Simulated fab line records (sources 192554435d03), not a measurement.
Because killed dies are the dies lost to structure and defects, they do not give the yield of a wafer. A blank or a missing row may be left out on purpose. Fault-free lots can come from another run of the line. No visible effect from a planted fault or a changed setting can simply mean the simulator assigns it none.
A struck lot beside a sound one + flow n5 finfet + 38 out of 1938 route steps
Sound: wafers L286.1, L286.2, L286.6. Struck: wafer L296.4 (L296.1, L296.2, from the same lot, were not struck and are left out); the cause is given at the end.
Each step with rows lists, per side, the tool, then ch with its chambers, then its first start. Under that, the readings that differ: sound wafers + struck wafers + difference of the means + sigmas: that difference in standard deviations of wafers without a fault.
alike: a reading whose means differ by less than 2 such deviations, as well as words and numbers matching on both sides. not compared: withheld readings; readings where some wafer has no value; bounds like >300 that might hide an equal value; numbers whose values overlap and for which the record gives no deviation.
A row with sigmas, a row that says differs or no value, or rows on one side alone: a step with any of these is where the two part. When numbers do not overlap yet have no deviation, they are printed without sigmas and do not part them. A reading missing from all wafers of one side parts the sides only when that side holds two or more wafers.

first, 9 steps without rows for these wafers: N5_BEOL_M0_ANNEAL_135 (time 60 s); N5_BEOL_M0_SPUTTER_141 (material Cu, target thk 4 nm, time 7.37 s); N5_BEOL_M0_ECD_118 (material Cu, target thk 300 nm); N5_BEOL_M0_ANNEAL_119 (time 90 s); N5_BEOL_M0_CMP_120 (polishes, stops on SiOC, t overpolish 6.9 s); N5_BEOL_M0_PRE_CLEAN_131 (time 15 s); N5_BEOL_M0_CO_CAP_123 (material Co, precursor CCTBA/H2, target thk 2 nm, time 102.1 s); N5_BEOL_M0_PRE_CLEAN_124 (time 15 s); N5_BEOL_M0_DEP_125 (deposits SiCN from 3MS/NH3, target thk 8 nm, time 14 s).
N5_BEOL_M1_ILD_DEP_00: deposits SiOC from DEMS/O2, target thk 79 nm, time 15.3 s.
  sound on pecvd-03 ch 0,1, day 6 06:16; struck on pecvd-03 ch 0, day 9 03:49
| reading                                      | sound          | struck | difference | sigmas |
|----------------------------------------------|----------------|--------|------------|--------|
| model.SiOC_of_BEOL_M1_ILD_DEP_00.thk nm (nm) | 78.4 79.4 80.4 | 121.4  | +42.0      |        |
  alike: heater power w, showerhead plenum p Torr, throttle valve pct
N5_BEOL_M1_THK_MEAS_01:
  struck on film metro-01, day 9 03:52; sound on film metro-01, day 6 06:20
| reading         | sound          | struck | difference | sigmas |
|-----------------|----------------|--------|------------|--------|
| M1_ILD_THK (nm) | 78.5 79.5 80.4 | 121.3  | +41.8      | +45    |
then, 24 steps without rows for these wafers: N5_BEOL_M1_PECVD_72 (deposits SiO2 from TEOS/O2, target thk 16 nm, time 18 s); N5_BEOL_M1_HM_DEP_02 (deposits TiN, target thk 20 nm); N5_BEOL_M1_COAT_61 (time 60 s, resist thk 60 nm); N5_BEOL_M1_COAT_62 (time 60 s, resist thk 12 nm); N5_BEOL_M1_COAT_73 (time 60 s, resist thk 5 nm); N5_BEOL_M1_COAT_05 (resist thk 30 nm); N5_BEOL_M1_EBR_07; N5_BEOL_M1_SOFTBAKE_06 (time 60 s); N5_BEOL_M1_EXPOSE_08 (exposes mask M1); N5_BEOL_M1_PEB_09 (peb time 60 s); N5_BEOL_M1_DEVELOP_10 (develop time 30 s); N5_BEOL_M1_DESCUM_16 (chemistry O2, time 7 s); N5_BEOL_M1_ETCH_74 (etches underlayer in N2/H2, target depth 6.5 nm, time 5.2 s); N5_BEOL_M1_ETCH_63 (etches SiARC in CF4, target depth 15.6 nm, time 26 s); N5_BEOL_M1_ETCH_64 (etches SOC in N2/H2, target depth 75 nm, overetch 15 nm, time 112.5 s); N5_BEOL_M1_STRIP_65 (strips in N2/H2); N5_BEOL_M1_STRIP_75 (strips in N2/H2); N5_BEOL_M1_STRIP_66 (strips in CF4); N5_BEOL_M1_HM_OPEN_17 (chemistry Cl2/BCl3, target TiN, target depth 20 nm, overetch 6 nm); N5_BEOL_M1_STRIP_19 (strips in O2); N5_BEOL_M1_COAT_67 (time 60 s, resist thk 60 nm); N5_BEOL_M1_COAT_68 (time 60 s, resist thk 12 nm); N5_BEOL_M1_COAT_76 (time 60 s, resist thk 5 nm); N5_BEOL_M1_COAT_22 (resist thk 30 nm).
N5_BEOL_M1_CMP_52: polishes, stops on SiOC, t overpolish 6.8 s, target thk 40 nm.
  sound on cmp-02 ch 0,1, day 6 17:55; struck on cmp-01 ch 2, day 9 12:21
| reading                                      | sound          | struck | difference | sigmas |
|----------------------------------------------|----------------|--------|------------|--------|
| model.SiOC_of_BEOL_M1_ILD_DEP_00.thk nm (nm) | 77.4 78.4 79.4 | 120.4  | +42.0      |        |
| model.Cu_of_BEOL_M1_ECD_50.thk nm (nm)       | 39.8 40.2 43.2 | 82.4   | +41.3      |        |
  alike: motor current A
N5_BEOL_M4_RC_MEAS_101:
  the record has rows for the sound wafers here (prober-01 ch 0, day 9 18:47) and none for the struck ones
-- record jumps: 8 days separate the struck wafers' starts on either side; left off in module BEOL_M4, taken up again in module PASSIVATION, whose first shown step is the route's number 1936 --
N5_PASSIVATION_PROBE_49:
  rows exist in the record for the struck wafers here (prober-01, day 17 14:08), but not for the sound ones

WHERE THEY PART
Last at N5_PASSIVATION_PROBE_49 as far as this record goes, first at N5_BEOL_M1_THK_MEAS_01.

WHY: the cause the simulator had injected
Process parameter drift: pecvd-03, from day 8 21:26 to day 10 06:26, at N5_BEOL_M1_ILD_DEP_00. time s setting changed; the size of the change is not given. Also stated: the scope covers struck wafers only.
